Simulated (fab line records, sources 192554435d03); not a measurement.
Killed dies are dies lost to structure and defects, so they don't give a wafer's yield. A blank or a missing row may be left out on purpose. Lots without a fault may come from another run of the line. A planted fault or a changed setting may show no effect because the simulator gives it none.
A struck lot beside a sound one | flow n5_finfet | 16 steps out of a route of 1938
Sound: wafers L810.3, L810.5. Struck: wafers L822.2, L822.4, L822.6. The cause comes at the end.
At each step with rows: each side's tool, then ch and its chambers, then its first start. Under that, the readings that differ: sound wafers | struck wafers | difference of the means | sigmas: that difference in standard deviations of wafers without a fault.
alike: readings whose means differ by less than 2 such deviations, and words and numbers that are the same on both sides. not compared: withheld readings, readings that some wafer has no value for, bounds like >300 that may hide the same value, and numbers for which the record gives no deviation and whose values overlap.
The two part at a step that has a row with sigmas, a row that says differs or no value, or rows on one side only. Numbers that don't overlap but have no deviation are shown without sigmas and don't part them. A reading that every wafer of one side lacks parts them only if that side has two wafers or more.

first, 2 steps without rows for these wafers: N5_STI_FIN_REVEAL_FCVD_FILL_01 (material SiO2 flowable, target thk 312 nm, time 512.2 s); N5_STI_FIN_REVEAL_DENSIFY_02 (time 1800 s).
N5_STI_FIN_REVEAL_CMP_04: polishes, stops on Si3N4, t overpolish 4 s, target thk 131.83 nm.
  sound on cmp-01 ch 1,2, day 3 17:08; struck on cmp-03 ch 0,2,3, day 6 15:47
  alike: motor_current_A, overpolish_run_s, time_to_endpoint_s
N5_STI_FIN_REVEAL_THK_MEAS_05:
  sound on film_metro-01, day 3 17:22; struck on film_metro-02, day 6 16:05
  alike: thk_nm
N5_STI_FIN_REVEAL_DENSIFY_30:
  sound on rtp_anneal-01 ch 0, day 3 17:26; struck on rtp_anneal-02 ch 0, day 6 16:09
  alike: lamp_power_pct, lamp_zone_3_pct
  not compared: wafer_temp_C_max
N5_STI_FIN_REVEAL_ETCHBACK_08: etches SiO2 in C4F6/O2, target depth 30.5 nm, time 10.167 s.
  sound on rie_diel-06 ch 0,2, day 3 17:43; struck on rie_diel-06 ch 2,3, day 6 16:20
  alike: drypump_motor_current_A, oes_ar_750_au, oes_product_au, rf_vpp_V, showerhead_plenum_p_Torr, throttle_valve_pct
  not compared: rf_hours_counter_h
N5_STI_FIN_REVEAL_STRIP_24: strips in N2/H2, time 90 s.
  sound on rie_diel-06 ch 0,2, day 3 17:47; struck on rie_diel-06 ch 2,3, day 6 16:22
  alike: bias_power_w, chamber_pressure_mTorr, drypump_motor_current_A, oes_product_au, rf_vpp_V, showerhead_plenum_p_Torr, throttle_valve_pct
  not compared: rf_hours_counter_h
then, 4 steps without rows for these wafers: N5_STI_FIN_REVEAL_PRECLEAN_25 (cleans in SPM, time 90 s); N5_STI_FIN_REVEAL_PRECLEAN_26 (cleans in SC1, time 45 s); N5_STI_FIN_REVEAL_PRECLEAN_29 (cleans in DHF, time 30 s); N5_STI_FIN_REVEAL_SRD_12 (time 30 s).
N5_STI_FIN_REVEAL_RECESS_09: chemistry HF/NH3, target SiO2, afs cycles 11, target depth 42.5 nm, sublimation time 60 s.
  sound on vapor_etch-01 ch 0, day 3 18:32; struck on vapor_etch-02 ch 1, day 6 16:35
  alike: drypump_motor_current_A, foreline_p_Torr
N5_STI_FIN_REVEAL_STRIP_16: strips SiNx in H3PO4, target depth 23.8 nm.
  sound on wet_bench-06 ch 3,6, day 3 19:37; struck on wet_bench-02 ch 1,3,4, day 6 18:13
  no value came back on the struck wafers for bath_guard_temp_C (C), bath_heat_duty_pct (%); on the sound wafers bath_guard_temp_C (C) reads 164.8 164.7
  reading                                      | sound | struck       | difference | sigmas
  model.SiNx_of_FIN_SAQP_HM_DEP_03.thk_nm (nm) | 0 0   | 18 18.4 18.2 | +18        |
then, 1 step without rows for these wafers: N5_STI_FIN_REVEAL_PRECLEAN_17 (cleans in NF3:NH3, afs cycles 1, time 20 s, sublimation time 60 s).
N5_BEOL_M4_RC_MEAS_101:
  the record has rows for the sound wafers here (prober-01 ch 0, day 9 03:50) and none for the struck ones
-- the record jumps here: 10 days lie between the struck wafers' starts before and after (it left off in module BEOL_M4 and takes up again in module PASSIVATION, whose first step shown is number 1936 of the route) --
N5_PASSIVATION_PROBE_49:
  sound on prober-01, day 13 09:37; struck on prober-01, day 16 07:21
  reading                  | sound     | struck         | difference | sigmas
  defect_limited_yield (%) | 90.5 87.3 | 0 0 0          | -89        | -59
  killed_at_contacts       | 20 33     | 3 6 5          | -22        | -3
  killed_at_front_end      | 50 60     | 1136 1125 1117 | +1071      | +97
  killed_dies              | 112 150   | 1180 1180 1180 | +1049      | +62
  killed_on_rim            | 13 17     | 152 152 152    | +137       | +31
  killed_short             | 33 55     | 24 31 20       | -19        | -3
  sort_bin_5_function (%)  | 5.8 7.2   | 97.4 95.7 97.3 | +90.3      | +90
  sort_n_pass              | 1068 1030 | 0 0 0          | -1049      | -62
  sort_yield_pct (%)       | 90.5 87.3 | 0 0 0          | -89        | -59
  alike: killed_at_M0_to_M3, killed_at_M4_up, killed_at_other, killed_open, sort_bin_6_memory

WHERE THEY PART
First at N5_STI_FIN_REVEAL_STRIP_16; last, within this record, at N5_PASSIVATION_PROBE_49.

WHY: what the simulator had put in
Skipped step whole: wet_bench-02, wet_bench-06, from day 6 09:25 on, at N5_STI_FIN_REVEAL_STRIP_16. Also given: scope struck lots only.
